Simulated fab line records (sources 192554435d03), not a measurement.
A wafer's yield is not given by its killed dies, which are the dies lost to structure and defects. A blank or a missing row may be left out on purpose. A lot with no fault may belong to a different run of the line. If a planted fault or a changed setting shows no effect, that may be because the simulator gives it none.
Comparing a struck lot with a sound one | flow n5-finfet | 28 out of 1938 route steps
Sound: these wafers, L789.1, L789.3, L789.6. Wafers L786.3, L786.4, L786.6 were the ones struck. At the end, the cause is stated.
Each step with rows lists, per side, the tool, then ch with its chambers, then its first start. Under that, the readings that differ: sound wafers | struck wafers | difference of the means | sigmas: that difference in standard deviations of wafers without a fault.
alike: words and numbers the same on both sides, and readings whose means are apart by under 2 such deviations; not compared: readings that were withheld, readings missing a value for some wafer, numbers with overlapping values and no deviation given by the record, and bounds like >300 which may hide the same value.
A row with sigmas, a row that says differs or no value, or rows on one side alone: a step with any of these is where the two part. When numbers do not overlap yet have no deviation, they are printed without sigmas and do not part them. Lack of a reading on every wafer of one side parts them only where that side has two or more wafers.

first, 10 steps without rows for these wafers: N5_FIN_SAQP_PRECLEAN_00 (cleans in SC1, time 60 s); N5_FIN_SAQP_PRECLEAN_44 (cleans in SC2, time 45 s); N5_FIN_SAQP_SRD_01 (time 30 s); N5_FIN_SAQP_ALD_61 (deposits SiO2, target thk 4 nm, pulse time 1 s, purge time 2 s); N5_FIN_SAQP_DENSIFY_62 (time 60 s); N5_FIN_SAQP_HM_DEP_03 (deposits SiNx from SiH4/NH3/N2, target thk 38 nm, time 33.6 s); N5_FIN_SAQP_PECVD_47 (deposits a-Si from SiH4/He, target thk 45 nm, time 36.3 s); N5_FIN_SAQP_PECVD_48 (deposits SiNx from SiH4/NH3/N2, target thk 25 nm, time 22.1 s); N5_FIN_SAQP_PECVD_06 (deposits a-Si from SiH4/He, target thk 60 nm, time 48.1 s); N5_FIN_SAQP_HM_DEP_72 (deposits SiO2 from SiH4/N2O, target thk 12 nm, time 7.2 s).
N5_FIN_SAQP_COAT_49: time 60 s, resist thk 100 nm.
  sound on litho-track-04 ch 0, day 6 15:12; struck on litho-track-05 ch 0, day 5 21:30
  reading                                   | sound                | struck               | difference | sigmas
  spin-speed-rpm (rpm)                      | 1499.3 1498.6 1499.6 | 1348.5 1347.3 1349.3 | -150.8     | -99 or more
  model.SOC_of_FIN_SAQP_COAT_49.thk-nm (nm) | 99.52 99.41 99.63    | 105.6 105.8 106.1    | +6.3       |
  alike: resist-line-temp-C
then, 9 steps without rows for these wafers: N5_FIN_SAQP_COAT_50 (time 60 s, resist thk 35 nm); N5_FIN_SAQP_COAT_10 (resist thk 90 nm); N5_FIN_SAQP_EBR_12; N5_FIN_SAQP_SOFTBAKE_11 (time 60 s); N5_FIN_SAQP_EXPOSE_13 (exposes mask FIN CORE, target cd 35.6 nm); N5_FIN_SAQP_PEB_14 (peb time 60 s); N5_FIN_SAQP_DEVELOP_15 (develop time 30 s); N5_FIN_SAQP_DESCUM_21 (chemistry O2, time 7.9 s); N5_FIN_SAQP_ETCH_51 (etches SiARC in CF4, target depth 45.5 nm, time 75.8 s).
N5_FIN_SAQP_ETCH_52: etches SOC in N2/H2, target depth 100 nm, overetch 20 nm, time 150 s.
  sound on rie-diel-06 ch 2,3, day 6 15:46; struck on rie-diel-06 ch 0,2, day 5 22:03
  reading                  | sound             | struck            | difference | sigmas
  model.etch.depth-nm (nm) | 99.52 99.41 99.63 | 105.6 105.8 106.1 | +6.3       |
  alike: drypump-motor-current-A, n2-flow-sccm, oes-product-au, rf-fwd-power-W, rf-vpp-V, showerhead-plenum-p-Torr, throttle-valve-pct
  not compared: rf-hours-counter-h
then, 3 steps without rows for these wafers: N5_FIN_SAQP_STRIP_53 (strips in N2/H2); N5_FIN_SAQP_HM_OPEN_73 (chemistry CHF3/O2, target SiO2, stops on a-Si, target depth 12 nm, time 16.8 s); N5_FIN_SAQP_STRIP_74 (strips in CHF3/O2).
N5_FIN_SAQP_MANDREL_ETCH_22: etches a-Si in HBr/Cl2, stops on SiNx, target depth 60 nm, bt time 10 s, time 30 s.
  sound on rie-si-03 ch 1,2, day 6 15:57; struck on rie-si-03 ch 0,1,2, day 5 22:15
  reading                                   | sound             | struck        | difference | sigmas
  model.SOC_of_FIN_SAQP_COAT_49.thk-nm (nm) | 76.19 75.32 76.33 | 82 82.15 82.4 | +6         |
  alike: drypump-motor-current-A, oes-product-au, rf-fwd-power-W, throttle-valve-pct
  not compared: rf-hours-counter-h
then, 1 step without rows for these wafers: N5_FIN_SAQP_STRIP_55 (strips in N2/H2).
-- record jumps: 6 days separate the struck wafers' starts on either side; left off in module FIN_SAQP, taken up again in module BEOL_M4, whose first shown step is the route's number 1111 --
N5_BEOL_M4_RC_MEAS_101:
  sound on prober-01 ch 0, day 12 20:31; struck on prober-02 ch 0, day 11 15:32
  alike: DIBL_N, DIBL_P, IOFF_N, IOFF_P, ION_N, ION_P, SS_N, SS_P, VT_N, VT_P
following that, these wafers have no rows for 1 step: N5_PASSIVATION_PROBE_49.

## WHERE THEY PART
N5_FIN_SAQP_COAT_49 only, going by this record. Later steps at which nothing parts them and some readings are alike: N5_FIN_SAQP_ETCH_52, N5_FIN_SAQP_MANDREL_ETCH_22, N5_BEOL_M4_RC_MEAS_101.

WHY: what the simulator had put in
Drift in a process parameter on litho-track-05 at N5_FIN_SAQP_COAT_49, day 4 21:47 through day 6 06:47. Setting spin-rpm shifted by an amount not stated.
